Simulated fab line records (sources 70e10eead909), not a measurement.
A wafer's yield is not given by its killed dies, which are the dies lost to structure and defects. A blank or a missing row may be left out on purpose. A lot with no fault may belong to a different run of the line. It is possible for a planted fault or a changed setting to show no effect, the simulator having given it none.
The tool behind it: which one? ; flow nand_harc ; 6 lots, 18 wafers sampled, at 5 steps of a route of 1159

WHAT THE GAUGES READ, wafer by wafer
NHARC_END_SORT_01.
lot;measured;on;killed_at_array
L279;day 22 13:37;prober-02;210 219 292

WHICH TOOL RAN EACH LOT (tool, then ch and the chambers of the sampled wafers, then the start)
lot;NHARC_A_STAIRCASE_ETCH_201;NHARC_A_STAIRCASE_ETCH_203;NHARC_A_STAIRCASE_ETCH_230;NHARC_A_STAIRCASE_TRIM_233
L267;rie_diel-13 ch 1,2,3, day 11 12:49 or earlier;rie_diel-13 ch 0,1,2, day 11 12:49 or earlier;rie_diel-09 ch 1,2,3, day 11 12:49;rie_diel-09 ch 0,1,3, no start
L265;rie_diel-05 ch 0,3, day 12 00:52 or earlier;rie_diel-05 ch 0,1,2, day 12 00:52 or earlier;rie_diel-05 ch 0,2,3, day 12 00:52;rie_diel-05 ch 1,2, no start
L273;rie_diel-05 ch 0,2,3, day 13 04:53 or earlier;rie_diel-05 ch 0,1,2, day 13 04:53 or earlier;rie_diel-05 ch 0,1,3, day 13 04:53;rie_diel-05 ch 0,2,3, no start
L275;rie_diel-09 ch 0,3, day 13 07:10 or earlier;rie_diel-09 ch 0,3, day 13 07:10 or earlier;rie_diel-09 ch 2,3, day 13 07:10;rie_diel-09 ch 0,1,3, no start
L279;rie_diel-05 ch 0,1,3, day 14 05:32 or earlier;rie_diel-05 ch 0,3, day 14 05:32 or earlier;rie_diel-05 ch 0,1, day 14 05:32;rie_diel-05 ch 1,2,3, day 22 13:37 or earlier
L287;rie_diel-09 ch 1,2,3, day 16 15:19 or earlier;rie_diel-13 ch 0,1,3, day 16 15:19 or earlier;rie_diel-05 ch 1,2,3, day 16 15:19;rie_diel-05 ch 0,1,2, no start
- NHARC_A_STAIRCASE_ETCH_201: etches the open film in C4F8/O2, target depth 100 nm, time 40.5 s.
- NHARC_A_STAIRCASE_ETCH_203: etches the open film in C4F8/O2, target depth 100 nm, time 40.5 s.
- NHARC_A_STAIRCASE_ETCH_230: etches the open film in C4F8/O2, target depth 100 nm, time 40.5 s.
- NHARC_A_STAIRCASE_TRIM_233: chemistry O2, time 211.2 s.

THE ANSWER, worked out from the rows above alone
Rule: the usual values come from the lots themselves. The widest of any qualifying gaps counts: lots, ordered by their means at a reading, are off when they make up no more than a third of the lots, leave a main group of 4 or more, and stand apart from it by 3 or more times the standard deviation of that group's means. If all means in a main group match to the digits the tables above print for the reading, that group is not used. Also off: a lot with no number at a reading for which 4 or more lots have one. The other lots that the step has rows for count as sound.
Across all readings shown, no lot is off: no conclusion can be drawn from this.

WHAT THE SIMULATOR HAD PUT IN
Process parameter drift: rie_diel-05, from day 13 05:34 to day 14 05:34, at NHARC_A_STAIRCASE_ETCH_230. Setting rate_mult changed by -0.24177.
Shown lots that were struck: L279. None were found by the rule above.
